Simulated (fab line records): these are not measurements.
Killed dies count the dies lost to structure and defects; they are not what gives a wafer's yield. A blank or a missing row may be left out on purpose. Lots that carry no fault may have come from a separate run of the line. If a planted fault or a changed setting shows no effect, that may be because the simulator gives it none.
fab line records / flow nandHarc
[record] lots = 13 wafers = 39 lastDay = 34
route steps=1302 shown A_CONTACT@1051 END@1302
lots that met no fault: taken from a fault-free run of the same line
startH: hours from the record's first day to the start of the lot's first wafer shown / waitH: hours since the lot's step before / " as in the row above / L1.1+2: a row that stands for several wafers / - no value, or no start given / * or withheld: withheld / < > ~ a bound
route shown NAME@n: a module of which the file shows steps, and the number in the route of the first / usual: mean/standard deviation of fault-free wafers / same: alike in all rows / chamber/n: place in a boat / sites: the reading at each site / _std_site: standard deviation across them / _edge_site: outer sites' mean less inner sites' / radiusMm: for every site, how far away it sits from the centre of the wafer / mask NAME#n: copy n / behind: the last tool/chamber to shape the wafer / hold: what put the lot on hold/how long, in hours/how the hold closed / device: transistor that didn't switch, given as n, p or np / end of line: tests of these same wafers at the route's end / a step with no rows: only its recipe / killed: not the wafer's yield, but the dies lost to structure and defects at the first sort / map: dies across one wafer; x = killed, . = not, _ = none there
set.NAME: the run value of the setting; set.NAME@STEP: its run value at that earlier step / model.NAME: the simulator's own value behind a step, which no gauge read
route steps across a sampled set of lots; one table per step, one row per wafer
services: from which hour (startH, from the record's first day; less than 0 if before it) a tool's chamber was out of use, for how many hours, and why
[[steps]]
[step NHARC_A_CONTACT_ETCH_128]
[recipe] sourceW = withheld pressureMtorr = 20 biasV = 3000 timeS = 197 targetDepthA = 19180 arFlowSccm = withheld c4f8FlowSccm = withheld o2FlowSccm = withheld chemistry = C4F8/O2/Ar
lot.wafer=L274.3 tool=harCapEtch-02 chamber=0 startH=520.85 waitH=0.1 rfHoursCounterH=-
lot.wafer=L274.4 tool=harCapEtch-02 chamber=1 startH=520.85 waitH=0.1 rfHoursCounterH=-
lot.wafer=L274.5 tool=harCapEtch-02 chamber=0 startH=520.85 waitH=0.1 rfHoursCounterH=-
lot.wafer=L273.1 tool=harCapEtch-03 chamber=0 startH=521.35 waitH=0.1 rfHoursCounterH=48
lot.wafer=L273.4 tool=harCapEtch-03 chamber=1 startH=521.35 waitH=0.1 rfHoursCounterH=-
lot.wafer=L273.6 tool=harCapEtch-03 chamber=1 startH=521.35 waitH=0.1 rfHoursCounterH=-
lot.wafer=L279.1 tool=harCapEtch-03 chamber=1 startH=551.92 waitH=0.1 rfHoursCounterH=53
lot.wafer=L279.5 tool=harCapEtch-03 chamber=0 startH=551.92 waitH=0.1 rfHoursCounterH=-
lot.wafer=L279.6 tool=harCapEtch-03 chamber=1 startH=551.92 waitH=0.1 rfHoursCounterH=-
lot.wafer=L277.3 tool=harCapEtch-03 chamber=0 startH=562.69 waitH=0.1 rfHoursCounterH=-
lot.wafer=L277.4 tool=harCapEtch-03 chamber=1 startH=562.69 waitH=0.1 rfHoursCounterH=-
lot.wafer=L277.6 tool=harCapEtch-03 chamber=1 startH=562.69 waitH=0.1 rfHoursCounterH=-
lot.wafer=L278.3 tool=harCapEtch-03 chamber=1 startH=569.58 waitH=0.1 rfHoursCounterH=-
lot.wafer=L278.4 tool=harCapEtch-03 chamber=0 startH=569.58 waitH=0.1 rfHoursCounterH=-
lot.wafer=L278.5 tool=harCapEtch-03 chamber=1 startH=569.58 waitH=0.1 rfHoursCounterH=-
lot.wafer=L280.2 tool=harCapEtch-02 chamber=0 startH=573.23 waitH=0.1 rfHoursCounterH=101
lot.wafer=L280.4 tool=harCapEtch-02 chamber=0 startH=573.23 waitH=0.1 rfHoursCounterH=-
lot.wafer=L280.5 tool=harCapEtch-02 chamber=1 startH=573.23 waitH=0.1 rfHoursCounterH=-
lot.wafer=L281.3 tool=harCapEtch-02 chamber=0 startH=586.07 waitH=0.1 rfHoursCounterH=-
lot.wafer=L281.4 tool=harCapEtch-02 chamber=1 startH=586.07 waitH=0.1 rfHoursCounterH=-
lot.wafer=L281.6 tool=harCapEtch-02 chamber=1 startH=586.07 waitH=0.1 rfHoursCounterH=-
lot.wafer=L282.1 tool=harCapEtch-01 chamber=1 startH=587.34 waitH=0.2 rfHoursCounterH=15
lot.wafer=L282.4 tool=harCapEtch-01 chamber=0 startH=587.34 waitH=0.2 rfHoursCounterH=-
lot.wafer=L282.5 tool=harCapEtch-01 chamber=1 startH=587.34 waitH=0.2 rfHoursCounterH=-
lot.wafer=L283.2 tool=harCapEtch-01 chamber=0 startH=610.79 waitH=0.1 rfHoursCounterH=18
lot.wafer=L283.3 tool=harCapEtch-01 chamber=1 startH=610.79 waitH=0.1 rfHoursCounterH=-
lot.wafer=L283.5 tool=harCapEtch-01 chamber=0 startH=610.79 waitH=0.1 rfHoursCounterH=-
lot.wafer=L289.1 tool=harCapEtch-01 chamber=0 startH=655.74 waitH=0.1 rfHoursCounterH=27
lot.wafer=L289.3 tool=harCapEtch-01 chamber=0 startH=655.74 waitH=0.1 rfHoursCounterH=-
lot.wafer=L289.5 tool=harCapEtch-01 chamber=1 startH=655.74 waitH=0.1 rfHoursCounterH=-
lot.wafer=L294.1 tool=harCapEtch-01 chamber=1 startH=714.52 waitH=0.1 rfHoursCounterH=36
lot.wafer=L294.3 tool=harCapEtch-01 chamber=0 startH=714.52 waitH=0.1 rfHoursCounterH=-
lot.wafer=L294.5 tool=harCapEtch-01 chamber=1 startH=714.52 waitH=0.1 rfHoursCounterH=-
lot.wafer=L293.1 tool=harCapEtch-03 chamber=0 startH=718.51 waitH=0.1 rfHoursCounterH=83
lot.wafer=L293.4 tool=harCapEtch-03 chamber=0 startH=718.51 waitH=0.1 rfHoursCounterH=-
lot.wafer=L293.6 tool=harCapEtch-03 chamber=0 startH=718.51 waitH=0.1 rfHoursCounterH=-
lot.wafer=L295.4 tool=harCapEtch-02 chamber=1 startH=719.27 waitH=0.1 rfHoursCounterH=-
lot.wafer=L295.3 tool=harCapEtch-02 chamber=0 startH=719.27 waitH=0.1 rfHoursCounterH=-
lot.wafer=L295.5 tool=harCapEtch-02 chamber=0 startH=719.27 waitH=0.1 rfHoursCounterH=-
[step NHARC_A_CONTACT_CD_MEAS_80]
[usual] cdNm = 289.3/0.8
lot.wafer=L274.3 tool=cdSem-01 chamber=- startH=522.70 waitH=- cdNm=289.1
lot.wafer=L274.4 tool=cdSem-01 chamber=- startH=522.70 waitH=- cdNm=289.5
lot.wafer=L274.5 tool=cdSem-01 chamber=- startH=522.70 waitH=- cdNm=288.9
lot.wafer=L273.1 tool=cdSem-02 chamber=- startH=523.32 waitH=- cdNm=290.6
lot.wafer=L273.4 tool=cdSem-02 chamber=- startH=523.32 waitH=- cdNm=290.0
lot.wafer=L273.6 tool=cdSem-02 chamber=- startH=523.32 waitH=- cdNm=289.9
lot.wafer=L279.1 tool=cdSem-03 chamber=- startH=553.78 waitH=- cdNm=289.4
lot.wafer=L279.5 tool=cdSem-03 chamber=- startH=553.78 waitH=- cdNm=289.4
lot.wafer=L279.6 tool=cdSem-03 chamber=- startH=553.78 waitH=- cdNm=289.0
lot.wafer=L277.3 tool=cdSem-03 chamber=- startH=564.57 waitH=- cdNm=289.5
lot.wafer=L277.4 tool=cdSem-03 chamber=- startH=564.57 waitH=- cdNm=289.0
lot.wafer=L277.6 tool=cdSem-03 chamber=- startH=564.57 waitH=- cdNm=289.2
lot.wafer=L278.3 tool=cdSem-02 chamber=- startH=572.24 waitH=- cdNm=287.4
lot.wafer=L278.4 tool=cdSem-02 chamber=- startH=572.24 waitH=- cdNm=288.0
lot.wafer=L278.5 tool=cdSem-02 chamber=- startH=572.24 waitH=- cdNm=287.8
lot.wafer=L280.2 tool=cdSem-01 chamber=- startH=575.19 waitH=- cdNm=288.2
lot.wafer=L280.4 tool=cdSem-01 chamber=- startH=575.19 waitH=- cdNm=288.4
lot.wafer=L280.5 tool=cdSem-01 chamber=- startH=575.19 waitH=- cdNm=287.6
lot.wafer=L281.3 tool=cdSem-02 chamber=- startH=587.90 waitH=- cdNm=289.8
lot.wafer=L281.4 tool=cdSem-02 chamber=- startH=587.90 waitH=- cdNm=290.1
lot.wafer=L281.6 tool=cdSem-02 chamber=- startH=587.90 waitH=- cdNm=289.6
lot.wafer=L282.1 tool=cdSem-03 chamber=- startH=589.67 waitH=- cdNm=289.6
lot.wafer=L282.4 tool=cdSem-03 chamber=- startH=589.67 waitH=- cdNm=289.5
lot.wafer=L282.5 tool=cdSem-03 chamber=- startH=589.67 waitH=- cdNm=289.8
lot.wafer=L283.2 tool=cdSem-03 chamber=- startH=612.68 waitH=- cdNm=288.7
lot.wafer=L283.3 tool=cdSem-03 chamber=- startH=612.68 waitH=- cdNm=288.5
lot.wafer=L283.5 tool=cdSem-03 chamber=- startH=612.68 waitH=- cdNm=288.8
lot.wafer=L289.1 tool=cdSem-03 chamber=- startH=657.63 waitH=- cdNm=289.5
lot.wafer=L289.3 tool=cdSem-03 chamber=- startH=657.63 waitH=- cdNm=289.7
lot.wafer=L289.5 tool=cdSem-03 chamber=- startH=657.63 waitH=- cdNm=289.3
lot.wafer=L294.1 tool=cdSem-01 chamber=- startH=716.37 waitH=- cdNm=290.1
lot.wafer=L294.3 tool=cdSem-01 chamber=- startH=716.37 waitH=- cdNm=290.0
lot.wafer=L294.5 tool=cdSem-01 chamber=- startH=716.37 waitH=- cdNm=290.4
lot.wafer=L293.1 tool=cdSem-03 chamber=- startH=720.39 waitH=- cdNm=289.3
lot.wafer=L293.4 tool=cdSem-03 chamber=- startH=720.39 waitH=- cdNm=289.8
lot.wafer=L293.6 tool=cdSem-03 chamber=- startH=720.39 waitH=- cdNm=289.0
lot.wafer=L295.3 tool=cdSem-02 chamber=- startH=721.13 waitH=- cdNm=288.5
lot.wafer=L295.4 tool=cdSem-02 chamber=- startH=721.13 waitH=- cdNm=288.7
lot.wafer=L295.5 tool=cdSem-02 chamber=- startH=721.13 waitH=- cdNm=288.8
[step NHARC_A_CONTACT_DEP_85]
[recipe] targetThkA = 600 targetThkNm = 60 tempC = 400 pressureTorr = 3.5 flowSccm = 200 rfW = 350 material = SiON
[usual] heaterPowerW = 711/80
lot.wafer=L274.3 tool=pecvd-03 chamber=0 startH=525.42 waitH=0.9 heaterPowerW=760
lot.wafer=L274.4 tool=pecvd-03 chamber=2 startH=525.42 waitH=0.9 heaterPowerW=671
lot.wafer=L274.5 tool=pecvd-03 chamber=1 startH=525.42 waitH=0.9 heaterPowerW=646
lot.wafer=L273.1 tool=pecvd-03 chamber=2 startH=526.06 waitH=1.5 heaterPowerW=667
lot.wafer=L273.4 tool=pecvd-03 chamber=1 startH=526.06 waitH=1.5 heaterPowerW=605
lot.wafer=L273.6 tool=pecvd-03 chamber=0 startH=526.06 waitH=1.5 heaterPowerW=734
lot.wafer=L279.1 tool=pecvd-04 chamber=0 startH=563.13 waitH=1.5 heaterPowerW=685
lot.wafer=L279.5 tool=pecvd-04 chamber=2 startH=563.13 waitH=1.5 heaterPowerW=816
lot.wafer=L279.6 tool=pecvd-04 chamber=0 startH=563.13 waitH=1.5 heaterPowerW=698
lot.wafer=L277.3 tool=pecvd-04 chamber=1 startH=571.43 waitH=1.0 heaterPowerW=760
lot.wafer=L277.6 tool=pecvd-04 chamber=2 startH=571.43 waitH=1.0 heaterPowerW=721
lot.wafer=L277.4 tool=pecvd-04 chamber=0 startH=571.43 waitH=1.0 heaterPowerW=731
lot.wafer=L278.3 tool=pecvd-04 chamber=2 startH=575.38 waitH=0.9 heaterPowerW=806
lot.wafer=L278.5 tool=pecvd-04 chamber=0 startH=575.38 waitH=0.9 heaterPowerW=776
lot.wafer=L278.4 tool=pecvd-04 chamber=1 startH=575.38 waitH=0.9 heaterPowerW=724
lot.wafer=L280.2 tool=pecvd-04 chamber=2 startH=578.04 waitH=1.3 heaterPowerW=839
lot.wafer=L280.4 tool=pecvd-04 chamber=2 startH=578.04 waitH=1.3 heaterPowerW=817
lot.wafer=L280.5 tool=pecvd-04 chamber=0 startH=578.04 waitH=1.3 heaterPowerW=712
lot.wafer=L281.3 tool=pecvd-03 chamber=1 startH=594.90 waitH=0.9 heaterPowerW=569
lot.wafer=L281.4 tool=pecvd-03 chamber=0 startH=594.90 waitH=0.9 heaterPowerW=740
lot.wafer=L281.6 tool=pecvd-03 chamber=2 startH=594.90 waitH=0.9 heaterPowerW=671
lot.wafer=L282.1 tool=pecvd-03 chamber=1 startH=595.07 waitH=1.6 heaterPowerW=577
lot.wafer=L282.4 tool=pecvd-03 chamber=0 startH=595.07 waitH=1.6 heaterPowerW=690
lot.wafer=L282.5 tool=pecvd-03 chamber=2 startH=595.07 waitH=1.6 heaterPowerW=607
lot.wafer=L283.3 tool=pecvd-02 chamber=1 startH=616.77 waitH=0.9 heaterPowerW=578
lot.wafer=L283.2 tool=pecvd-02 chamber=2 startH=616.77 waitH=0.9 heaterPowerW=839
lot.wafer=L283.5 tool=pecvd-02 chamber=2 startH=616.77 waitH=0.9 heaterPowerW=843
lot.wafer=L289.3 tool=pecvd-02 chamber=2 startH=660.97 waitH=0.9 heaterPowerW=835
lot.wafer=L289.1 tool=pecvd-02 chamber=0 startH=660.97 waitH=0.9 heaterPowerW=775
lot.wafer=L289.5 tool=pecvd-02 chamber=2 startH=660.97 waitH=0.9 heaterPowerW=840
lot.wafer=L294.1 tool=pecvd-02 chamber=0 startH=719.08 waitH=1.5 heaterPowerW=799
lot.wafer=L294.3 tool=pecvd-02 chamber=1 startH=719.08 waitH=1.5 heaterPowerW=674
lot.wafer=L294.5 tool=pecvd-02 chamber=2 startH=719.08 waitH=1.5 heaterPowerW=726
lot.wafer=L293.1 tool=pecvd-02 chamber=0 startH=723.84 waitH=1.4 heaterPowerW=691
lot.wafer=L293.4 tool=pecvd-02 chamber=0 startH=723.84 waitH=1.4 heaterPowerW=691
lot.wafer=L293.6 tool=pecvd-02 chamber=1 startH=723.84 waitH=1.4 heaterPowerW=651
lot.wafer=L295.3 tool=pecvd-03 chamber=2 startH=724.47 waitH=0.9 heaterPowerW=560
lot.wafer=L295.4 tool=pecvd-03 chamber=0 startH=724.47 waitH=0.9 heaterPowerW=693
lot.wafer=L295.5 tool=pecvd-03 chamber=1 startH=724.47 waitH=0.9 heaterPowerW=612
[step NHARC_A_CONTACT_INSPECT_10]
[usual] rawDefectCount = 88/33
lot.wafer=L274.3 tool=defectInspect-01 chamber=- startH=526.24 waitH=0.0 hold=- rawDefectCount=113
lot.wafer=L274.4 tool=defectInspect-01 chamber=- startH=526.24 waitH=0.0 hold=- rawDefectCount=109
lot.wafer=L274.5 tool=defectInspect-01 chamber=- startH=526.24 waitH=0.0 hold=- rawDefectCount=109
lot.wafer=L273.1 tool=defectInspect-01 chamber=- startH=526.88 waitH=0.0 hold=- rawDefectCount=44
lot.wafer=L273.4 tool=defectInspect-01 chamber=- startH=526.88 waitH=0.0 hold=- rawDefectCount=57
lot.wafer=L273.6 tool=defectInspect-01 chamber=- startH=526.88 waitH=0.0 hold=- rawDefectCount=48
lot.wafer=L279.1 tool=defectInspect-02 chamber=- startH=563.92 waitH=0.0 hold=- rawDefectCount=93
lot.wafer=L279.5 tool=defectInspect-02 chamber=- startH=563.92 waitH=0.0 hold=- rawDefectCount=100
lot.wafer=L279.6 tool=defectInspect-02 chamber=- startH=563.92 waitH=0.0 hold=- rawDefectCount=111
lot.wafer=L277.3 tool=defectInspect-01 chamber=- startH=572.23 waitH=0.0 hold=- rawDefectCount=153
lot.wafer=L277.4 tool=defectInspect-01 chamber=- startH=572.23 waitH=0.0 hold=- rawDefectCount=163
lot.wafer=L277.6 tool=defectInspect-01 chamber=- startH=572.23 waitH=0.0 hold=- rawDefectCount=161
lot.wafer=L278.3 tool=defectInspect-01 chamber=- startH=576.05 waitH=0.0 hold=- rawDefectCount=89
lot.wafer=L278.4 tool=defectInspect-01 chamber=- startH=576.05 waitH=0.0 hold=- rawDefectCount=132
lot.wafer=L278.5 tool=defectInspect-01 chamber=- startH=576.05 waitH=0.0 hold=- rawDefectCount=99
lot.wafer=L280.2 tool=defectInspect-02 chamber=- startH=578.85 waitH=0.0 hold=- rawDefectCount=82
lot.wafer=L280.4 tool=defectInspect-02 chamber=- startH=578.85 waitH=0.0 hold=- rawDefectCount=92
lot.wafer=L280.5 tool=defectInspect-02 chamber=- startH=578.85 waitH=0.0 hold=- rawDefectCount=92
lot.wafer=L281.3 tool=defectInspect-02 chamber=- startH=595.71 waitH=0.0 hold=- rawDefectCount=89
lot.wafer=L281.4 tool=defectInspect-02 chamber=- startH=595.71 waitH=0.0 hold=- rawDefectCount=93
lot.wafer=L281.6 tool=defectInspect-02 chamber=- startH=595.71 waitH=0.0 hold=- rawDefectCount=86
lot.wafer=L282.1 tool=defectInspect-02 chamber=- startH=595.89 waitH=0.0 hold=- rawDefectCount=86
lot.wafer=L282.4 tool=defectInspect-02 chamber=- startH=595.89 waitH=0.0 hold=- rawDefectCount=90
lot.wafer=L282.5 tool=defectInspect-02 chamber=- startH=595.89 waitH=0.0 hold=- rawDefectCount=69
lot.wafer=L283.2 tool=defectInspect-02 chamber=- startH=617.49 waitH=0.0 hold=- rawDefectCount=82
lot.wafer=L283.3 tool=defectInspect-02 chamber=- startH=617.49 waitH=0.0 hold=- rawDefectCount=77
lot.wafer=L283.5 tool=defectInspect-02 chamber=- startH=617.49 waitH=0.0 hold=- rawDefectCount=95
lot.wafer=L289.1 tool=defectInspect-01 chamber=- startH=661.82 waitH=0.0 hold=- rawDefectCount=75
lot.wafer=L289.3 tool=defectInspect-01 chamber=- startH=661.82 waitH=0.0 hold=- rawDefectCount=85
lot.wafer=L289.5 tool=defectInspect-01 chamber=- startH=661.82 waitH=0.0 hold=- rawDefectCount=88
lot.wafer=L294.1 tool=defectInspect-02 chamber=- startH=719.93 waitH=0.0 hold=awaitDispo/0.2h/release rawDefectCount=357
lot.wafer=L294.3 tool=defectInspect-02 chamber=- startH=719.93 waitH=0.0 hold=awaitDispo/0.2h/release rawDefectCount=376
lot.wafer=L294.5 tool=defectInspect-02 chamber=- startH=719.93 waitH=0.0 hold=awaitDispo/0.2h/release rawDefectCount=373
lot.wafer=L294.1 tool=defectInspect-02 chamber=- startH=720.10 waitH=0.2 hold=- rawDefectCount=358
lot.wafer=L294.3 tool=defectInspect-02 chamber=- startH=720.10 waitH=0.2 hold=- rawDefectCount=374
lot.wafer=L294.5 tool=defectInspect-02 chamber=- startH=720.10 waitH=0.2 hold=- rawDefectCount=375
lot.wafer=L293.1 tool=defectInspect-02 chamber=- startH=724.68 waitH=0.0 hold=awaitDispo/0.2h/release rawDefectCount=412
lot.wafer=L293.4 tool=defectInspect-02 chamber=- startH=724.68 waitH=0.0 hold=awaitDispo/0.2h/release rawDefectCount=384
lot.wafer=L293.6 tool=defectInspect-02 chamber=- startH=724.68 waitH=0.0 hold=awaitDispo/0.2h/release rawDefectCount=394
lot.wafer=L293.1 tool=defectInspect-02 chamber=- startH=724.86 waitH=0.2 hold=- rawDefectCount=415
lot.wafer=L293.4 tool=defectInspect-02 chamber=- startH=724.86 waitH=0.2 hold=- rawDefectCount=388
lot.wafer=L293.6 tool=defectInspect-02 chamber=- startH=724.86 waitH=0.2 hold=- rawDefectCount=392
lot.wafer=L295.3 tool=defectInspect-02 chamber=- startH=725.32 waitH=0.0 hold=- rawDefectCount=91
lot.wafer=L295.4 tool=defectInspect-02 chamber=- startH=725.32 waitH=0.0 hold=- rawDefectCount=74
lot.wafer=L295.5 tool=defectInspect-02 chamber=- startH=725.32 waitH=0.0 hold=- rawDefectCount=62
[step NHARC_A_CONTACT_ETCH_136]
[recipe] sourceW = withheld pressureMtorr = 20 biasV = 1200 timeS = 311 targetDepthA = 19120 arFlowSccm = withheld c4f8FlowSccm = withheld o2FlowSccm = withheld chemistry = C4F8/O2/Ar
lot.wafer=L274.3 tool=harCapEtch-02 chamber=1 startH=528.15 waitH=0.2 rfHoursCounterH=-
lot.wafer=L274.4 tool=harCapEtch-02 chamber=0 startH=528.15 waitH=0.2 rfHoursCounterH=-
lot.wafer=L274.5 tool=harCapEtch-02 chamber=1 startH=528.15 waitH=0.2 rfHoursCounterH=-
lot.wafer=L273.1 tool=harCapEtch-03 chamber=1 startH=528.55 waitH=0.2 rfHoursCounterH=49
lot.wafer=L273.4 tool=harCapEtch-03 chamber=0 startH=528.55 waitH=0.2 rfHoursCounterH=-
lot.wafer=L273.6 tool=harCapEtch-03 chamber=1 startH=528.55 waitH=0.2 rfHoursCounterH=-
lot.wafer=L279.1 tool=harCapEtch-02 chamber=0 startH=565.79 waitH=0.2 rfHoursCounterH=99
lot.wafer=L279.5 tool=harCapEtch-02 chamber=0 startH=565.79 waitH=0.2 rfHoursCounterH=-
lot.wafer=L279.6 tool=harCapEtch-02 chamber=1 startH=565.79 waitH=0.2 rfHoursCounterH=-
lot.wafer=L277.4 tool=harCapEtch-01 chamber=0 startH=574.38 waitH=0.3 rfHoursCounterH=-
lot.wafer=L277.3 tool=harCapEtch-01 chamber=1 startH=574.38 waitH=0.3 rfHoursCounterH=-
lot.wafer=L277.6 tool=harCapEtch-01 chamber=1 startH=574.38 waitH=0.3 rfHoursCounterH=-
lot.wafer=L278.3 tool=harCapEtch-01 chamber=1 startH=577.98 waitH=0.3 rfHoursCounterH=-
lot.wafer=L278.4 tool=harCapEtch-01 chamber=0 startH=577.98 waitH=0.3 rfHoursCounterH=-
lot.wafer=L278.5 tool=harCapEtch-01 chamber=1 startH=577.98 waitH=0.3 rfHoursCounterH=-
lot.wafer=L280.2 tool=harCapEtch-03 chamber=0 startH=580.72 waitH=0.2 rfHoursCounterH=61
lot.wafer=L280.4 tool=harCapEtch-03 chamber=0 startH=580.72 waitH=0.2 rfHoursCounterH=-
lot.wafer=L280.5 tool=harCapEtch-03 chamber=0 startH=580.72 waitH=0.2 rfHoursCounterH=-
lot.wafer=L281.4 tool=harCapEtch-02 chamber=0 startH=597.67 waitH=0.2 rfHoursCounterH=-
lot.wafer=L281.3 tool=harCapEtch-02 chamber=1 startH=597.67 waitH=0.2 rfHoursCounterH=-
lot.wafer=L281.6 tool=harCapEtch-02 chamber=0 startH=597.67 waitH=0.2 rfHoursCounterH=-
lot.wafer=L282.1 tool=harCapEtch-01 chamber=0 startH=598.12 waitH=0.3 rfHoursCounterH=16
lot.wafer=L282.4 tool=harCapEtch-01 chamber=1 startH=598.12 waitH=0.3 rfHoursCounterH=-
lot.wafer=L282.5 tool=harCapEtch-01 chamber=0 startH=598.12 waitH=0.3 rfHoursCounterH=-
lot.wafer=L283.2 tool=harCapEtch-01 chamber=1 startH=619.18 waitH=0.2 rfHoursCounterH=19
lot.wafer=L283.3 tool=harCapEtch-01 chamber=0 startH=619.18 waitH=0.2 rfHoursCounterH=-
lot.wafer=L283.5 tool=harCapEtch-01 chamber=1 startH=619.18 waitH=0.2 rfHoursCounterH=-
lot.wafer=L289.1 tool=harCapEtch-02 chamber=0 startH=663.47 waitH=0.2 rfHoursCounterH=120
lot.wafer=L289.3 tool=harCapEtch-02 chamber=0 startH=663.47 waitH=0.2 rfHoursCounterH=-
lot.wafer=L289.5 tool=harCapEtch-02 chamber=1 startH=663.47 waitH=0.2 rfHoursCounterH=-
lot.wafer=L294.1 tool=harCapEtch-01 chamber=0 startH=727.23 waitH=0.5 rfHoursCounterH=38
lot.wafer=L294.3 tool=harCapEtch-01 chamber=1 startH=727.23 waitH=0.5 rfHoursCounterH=-
lot.wafer=L294.5 tool=harCapEtch-01 chamber=1 startH=727.23 waitH=0.5 rfHoursCounterH=-
lot.wafer=L295.4 tool=harCapEtch-03 chamber=0 startH=729.89 waitH=0.2 rfHoursCounterH=-
lot.wafer=L295.3 tool=harCapEtch-03 chamber=1 startH=729.89 waitH=0.2 rfHoursCounterH=-
lot.wafer=L295.5 tool=harCapEtch-03 chamber=1 startH=729.89 waitH=0.2 rfHoursCounterH=-
lot.wafer=L293.1 tool=harCapEtch-01 chamber=1 startH=730.48 waitH=0.2 rfHoursCounterH=39
lot.wafer=L293.4 tool=harCapEtch-01 chamber=1 startH=730.48 waitH=0.2 rfHoursCounterH=-
lot.wafer=L293.6 tool=harCapEtch-01 chamber=1 startH=730.48 waitH=0.2 rfHoursCounterH=-
[step NHARC_END_SORT_01]
[recipe] tempC = 25
[usual] killedAtArray = 54/20 killedAtOther = 0.9/1.1 killedAtPeriphery = 3.8/2.4 killedDies = 58/20 killedOpen = 3.5/1.9 killedShort = 2.5/1.6
[same] grossDies = 677
lot.wafer=L294.1 tool=prober-01 chamber=0 startH=797.25 waitH=2.5 killedAtArray=94 killedAtOther=3 killedAtPeriphery=2 killedDies=99 killedOpen=2 killedShort=4
lot.wafer=L294.3 tool=prober-01 chamber=0 startH=798.83 waitH=3.1 killedAtArray=68 killedAtOther=4 killedAtPeriphery=2 killedDies=74 killedOpen=2 killedShort=3
lot.wafer=L294.5 tool=prober-01 chamber=0 startH=800.40 waitH=3.7 killedAtArray=62 killedAtOther=5 killedAtPeriphery=0 killedDies=67 killedOpen=3 killedShort=1
lot.wafer=L293.1 tool=prober-02 chamber=0 startH=806.61 waitH=2.5 killedAtArray=135 killedAtOther=1 killedAtPeriphery=1 killedDies=137 killedOpen=4 killedShort=1
lot.wafer=L293.4 tool=prober-02 chamber=0 startH=809.02 waitH=3.4 killedAtArray=125 killedAtOther=0 killedAtPeriphery=1 killedDies=126 killedOpen=5 killedShort=5
lot.wafer=L293.6 tool=prober-02 chamber=0 startH=810.63 waitH=4.0 killedAtArray=95 killedAtOther=0 killedAtPeriphery=2 killedDies=97 killedOpen=3 killedShort=3
// killed by level:class
L294.1 A_CONTACT:unspecified=68 A_CHANNEL_HOLE_D2:chamberFilmFlake=13 A_SLIT:chamberFilmFlake=6 THIN_TSV:chamberFilmFlake=3 P_CONTACT:geometricParticle:open=1 P_M0:geometricParticle:short=1 A_ONON_D1:geometricParticle:open=1 A_CHANNEL_HOLE_D1:geometricParticle:short=1
L294.3 A_CONTACT:unspecified=30 A_CHANNEL_HOLE_D1:chamberFilmFlake=12 A_CHANNEL_HOLE_D2:chamberFilmFlake=11 A_CONTACT:chamberFilmFlake=4 A_STAIRCASE:chamberFilmFlake=3 A_SLIT:chamberFilmFlake=3 THIN_TSV:chamberFilmFlake=3 A_CHANNEL_FILL_D1:chamberFilmFlake=2
L294.5 A_CONTACT:unspecified=33 A_CHANNEL_HOLE_D2:chamberFilmFlake=10 THIN_TSV:chamberFilmFlake=5 A_SLIT:chamberFilmFlake=4 A_CONTACT:chamberFilmFlake=3 A_CHANNEL_HOLE_D1:chamberFilmFlake=2 A_DECK1_JOINT:chamberFilmFlake=2 A_STAIRCASE:chamberFilmFlake=2
L293.1 A_CONTACT:unspecified=73 A_SLIT:chamberFilmFlake=36 A_CHANNEL_HOLE_D1:chamberFilmFlake=11 A_CONTACT:chamberFilmFlake=4 A_BLC:chamberFilmFlake=3 A_STAIRCASE:chamberFilmFlake=2 P_CONTACT:geometricParticle:open=1 A_ONON_D1:geometricParticle:open=1
L293.4 A_CONTACT:unspecified=65 A_SLIT:chamberFilmFlake=30 A_CHANNEL_HOLE_D1:chamberFilmFlake=10 A_BLC:chamberFilmFlake=6 A_CONTACT:chamberFilmFlake=5 P_M1:geometricParticle:open=1 A_SOURCE_PLATE:geometricParticle:open=1 A_ONON_D1:geometricParticle:open=1
L293.6 A_CONTACT:unspecified=37 A_SLIT:chamberFilmFlake=30 A_CHANNEL_HOLE_D1:chamberFilmFlake=7 A_BLC:chamberFilmFlake=6 A_CONTACT:chamberFilmFlake=4 A_STAIRCASE:chamberFilmFlake=2 P_GATE:geometricParticle:open=1 A_ONON_D1:geometricParticle:short=1
[[services]]
tool=harCapEtch-01 chamber=- startH=497.00 hours=17.0 kind=pm
tool=harCapEtch-01 chamber=0 startH=497.00 hours=17.0 kind=ventCycle
tool=harCapEtch-01 chamber=1 startH=497.00 hours=17.0 kind=ventCycle
tool=harCapEtch-01 chamber=0 startH=514.00 hours=- kind=clean
tool=harCapEtch-01 chamber=0 startH=514.00 hours=- kind=consumableReplace:focusRing
tool=harCapEtch-01 chamber=1 startH=514.00 hours=- kind=clean
tool=harCapEtch-01 chamber=1 startH=514.00 hours=- kind=consumableReplace:focusRing
tool=pecvd-02 chamber=1 startH=514.53 hours=3.2 kind=repair
tool=harCapEtch-02 chamber=- startH=516.00 hours=0.9 kind=repair
tool=pecvd-02 chamber=- startH=564.00 hours=3.3 kind=repair
tool=pecvd-03 chamber=- startH=565.96 hours=13.0 kind=pm
tool=pecvd-03 chamber=0 startH=565.96 hours=13.0 kind=ventCycle
tool=pecvd-03 chamber=1 startH=565.96 hours=13.0 kind=ventCycle
tool=pecvd-03 chamber=2 startH=565.96 hours=13.0 kind=ventCycle
tool=pecvd-03 chamber=0 startH=578.96 hours=- kind=clean
tool=pecvd-03 chamber=1 startH=578.96 hours=- kind=clean
tool=pecvd-03 chamber=2 startH=578.96 hours=- kind=clean
tool=pecvd-02 chamber=- startH=589.38 hours=13.0 kind=pm
tool=pecvd-02 chamber=- startH=627.41 hours=1.7 kind=repair
tool=pecvd-04 chamber=- startH=631.51 hours=13.0 kind=pm
tool=pecvd-02 chamber=- startH=645.17 hours=0.7 kind=repair
tool=pecvd-03 chamber=1 startH=714.95 hours=2.0 kind=repair
tool=pecvd-03 chamber=2 startH=719.15 hours=2.3 kind=repair
tool=harCapEtch-03 chamber=- startH=725.51 hours=1.7 kind=repair
[[key]]
[firstSign] step = NHARC_A_CONTACT_INSPECT_10 reading = visit direction = added
[effect] step = NHARC_A_CONTACT_INSPECT_10 reading = rawDefectCount direction = up sigmas = 8.8 usual = 88 struck = 383
[effect] step = NHARC_END_SORT_01 reading = killedAtArray direction = up sigmas = 2.2 usual = 54 struck = 96 wafersMoved = 3
[moreKillsBornAt] NHARC_A_CONTACT_DEP_85@pecvd-02 = 306
metAt NHARC_A_CONTACT_DEP_85
struckLots L293,L294
testerLeftOut L293,L294
notActingAt NHARC_A_CONTACT_ETCH_128,NHARC_A_CONTACT_CD_MEAS_80,NHARC_A_CONTACT_ETCH_136
onsetBetween 660.97 719.08
[fault] kind = chamberParticleSource tool = pecvd-02 chamber = - onsetH = 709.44 steps = NHARC_A_CONTACT_DEP_85 ratePerVisitCm2 = 0.46474 endH = 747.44
// testerLeftOut: of these lots the tester's yield and bins aren't shown, on N5 and GAA mostly nor the transistor test; their killed dies are dies lost to structure and defects alone, not to doping, threshold or leakage, so they don't give the yield
